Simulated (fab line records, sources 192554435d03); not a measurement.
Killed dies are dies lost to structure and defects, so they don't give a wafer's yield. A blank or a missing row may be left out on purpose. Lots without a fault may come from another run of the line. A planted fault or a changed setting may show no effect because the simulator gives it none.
Chamber matching | flow n5_finfet | N5_BEOL_M12_DESCUM_33 on rie_diel-05: 4 sister chambers
The step chemistry O2, time 7.9 s. 18 wafers are shown with their chamber, then 9 later ones without.

WAFERS WITH THEIR CHAMBER
wafer  | chamber | showerhead_plenum_p_Torr (Torr) | drypump_motor_current_A (A) | throttle_valve_pct (%)
L077.1 | 3       | 2.14                            | 5.5                         | 20.37
L077.5 | 2       | 2.21                            | 5.2                         | 19.99
L077.6 | 1       | 2.15                            | 5.1                         | 20.63
L079.3 | 1       | 2.15                            | 5.2                         | 20.63
L079.4 | 3       | 2.14                            | 5.5                         | 20.39
L079.6 | 2       | 2.21                            | 5.2                         | 19.98
L082.1 | 2       | 2.21                            | 5.2                         | 20.00
L082.2 | 0       | 1.98                            | 6.4                         | 20.43
L082.5 | 2       | 2.21                            | 5.2                         | 20.01
L087.1 | 1       | 2.14                            | 5.2                         | 20.66
L087.2 | 3       | 2.14                            | 5.5                         | 20.40
L087.3 | 0       | 1.98                            | 6.4                         | 20.44
L086.3 | 3       | 2.14                            | 5.6                         | 20.40
L086.4 | 0       | 1.98                            | 6.4                         | 20.46
L086.6 | 0       | 1.98                            | 6.4                         | 20.45
L090.3 | 0       | 1.97                            | 6.4                         | 20.44
L090.4 | 3       | 2.14                            | 5.6                         | 20.42
L090.6 | 1       | 2.14                            | 5.1                         | 20.67

SIGNATURES (means of the wafers above)
reading                  | chamber 0 | chamber 1 | chamber 2 | chamber 3 | scatter within a chamber
showerhead_plenum_p_Torr | 1.9780    | 2.1450    | 2.2100    | 2.1400    | 0.00359
drypump_motor_current_A  | 6.400     | 5.150     | 5.200     | 5.540     | 0.0396
throttle_valve_pct       | 20.4440   | 20.6475   | 19.9950   | 20.3960   | 0.0161
Rule: a wafer's distance from a chamber is the root of the sum, over the readings, of the square of ((its reading less the chamber's mean) divided by the reading's scatter). The wafer belongs to the nearest chamber; if the next one is less than 2 further off, it can't be placed. The scatter: the root of (the sum of the squares of (reading less its chamber's mean) over the shown wafers, divided by (wafers less chambers)).

WAFERS WITHOUT THEIR CHAMBER
wafer  | showerhead_plenum_p_Torr (Torr) | drypump_motor_current_A (A) | throttle_valve_pct (%)
L092.4 | 2.13                            | 5.6                         | 20.43
L092.5 | 2.13                            | 5.5                         | 20.43
L092.6 | 1.97                            | 6.4                         | 20.48
L094.2 | 2.14                            | 5.2                         | 20.67
L094.3 | 2.20                            | 5.2                         | 20.04
L094.6 | 2.13                            | 5.6                         | 20.44
L097.1 | 2.13                            | 5.5                         | 20.44
L097.2 | 2.13                            | 5.1                         | 20.70
L097.3 | 1.97                            | 6.4                         | 20.50

WHICH CHAMBER EACH WENT THROUGH
wafer  | from the rows above | in truth
L092.4 | 3                   | 3
L092.5 | 3                   | 3
L092.6 | 0                   | 0
L094.2 | 1                   | 1
L094.3 | 2                   | 2
L094.6 | 3                   | 3
L097.1 | 3                   | 3
L097.2 | 1                   | 1
L097.3 | 0                   | 0
Placed correctly: 9 of 9. Can't be placed from these rows: 0. Placed wrongly: 0.
